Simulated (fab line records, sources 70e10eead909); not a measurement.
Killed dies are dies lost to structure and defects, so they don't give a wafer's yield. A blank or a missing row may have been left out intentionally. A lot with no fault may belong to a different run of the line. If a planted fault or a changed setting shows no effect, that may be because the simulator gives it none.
Matching of chambers | flow nand harc | rie diel-13 running NHARC_A_CONTACT_ETCH_110: 4 sister chambers
The step etches the open film in CF4/O2, target depth 50 nm, overetch 5 nm, time 27.5 s. 14 wafers are shown with their chamber, then 7 later ones without.

== WAFERS PAIRED WITH THEIR CHAMBERS ==
wafer  | chamber | showerhead plenum p Torr (Torr) | rf vpp V (V) | oes product au (a.u.)
L079.4 | 0       | 1.35                            | 198.0        | 0.992
L079.5 | 1       | 1.29                            | 196.5        | 0.992
L079.6 | 2       | 1.25                            | 196.1        | 0.997
L084.1 | 0       | 1.35                            | 197.5        | 1.007
L084.3 | 3       | 1.43                            | 200.3        | 0.999
L084.5 | 0       | 1.35                            | 198.1        | 1.005
L081.2 | 1       | 1.29                            | 197.8        | 0.999
L081.3 | 3       | 1.43                            | 200.8        | 1.005
L081.4 | 0       | 1.35                            | 198.7        | 1.003
L086.2 | 2       | 1.24                            | 195.8        | 1.007
L086.4 | 3       | 1.43                            | 198.4        | 1.009
L086.6 | 0       | 1.34                            | 199.0        | 1.007
L089.2 | 0       | 1.34                            | 198.5        | 1.000
L089.3 | 2       | 1.24                            | 197.4        | 0.994

SIGNATURES (means of the wafers above)
reading                  | chamber 0 | chamber 1 | chamber 2 | chamber 3 | scatter within a chamber
showerhead plenum p Torr | 1.3467    | 1.2900    | 1.2433    | 1.4300    | 0.00447
rf vpp V                 | 198.300   | 197.150   | 196.433   | 199.833   | 0.834
oes product au           | 1.00233   | 0.99550   | 0.99933   | 1.00433   | 0.00575
Rule: a wafer's distance from a chamber is the root of the sum, over the readings, of the square of ((its reading less the chamber's mean) divided by the reading's scatter). If the next closest chamber is less than 2 further off than the closest, the wafer can't be placed; otherwise it belongs to the closest. How the scatter is found: for the shown wafers, subtract from each reading the mean of its chamber, square and add these, divide the total by (wafers less chambers), then take the root.

== WAFERS WHOSE CHAMBER IS MISSING ==
wafer  | showerhead plenum p Torr (Torr) | rf vpp V (V) | oes product au (a.u.)
L089.6 | 1.34                            | 197.0        | 0.995
L092.2 | 1.43                            | 200.5        | 1.002
L092.5 | 1.34                            | 198.3        | 0.990
L092.6 | 1.43                            | 200.9        | 0.998
L093.1 | 1.28                            | 198.3        | 1.003
L093.2 | 1.24                            | 196.2        | 1.005
L093.5 | 1.34                            | 199.0        | 1.009

== WHICH CHAMBER EACH WENT THROUGH ==
wafer  | from the rows above | in truth
L089.6 | 0                   | 0
L092.2 | 3                   | 3
L092.5 | 0                   | 0
L092.6 | 3                   | 3
L093.1 | 1                   | 1
L093.2 | 2                   | 2
L093.5 | 0                   | 0
7 of 7 placed correctly. From these rows, 0 cannot be placed. Number placed wrongly: 0.
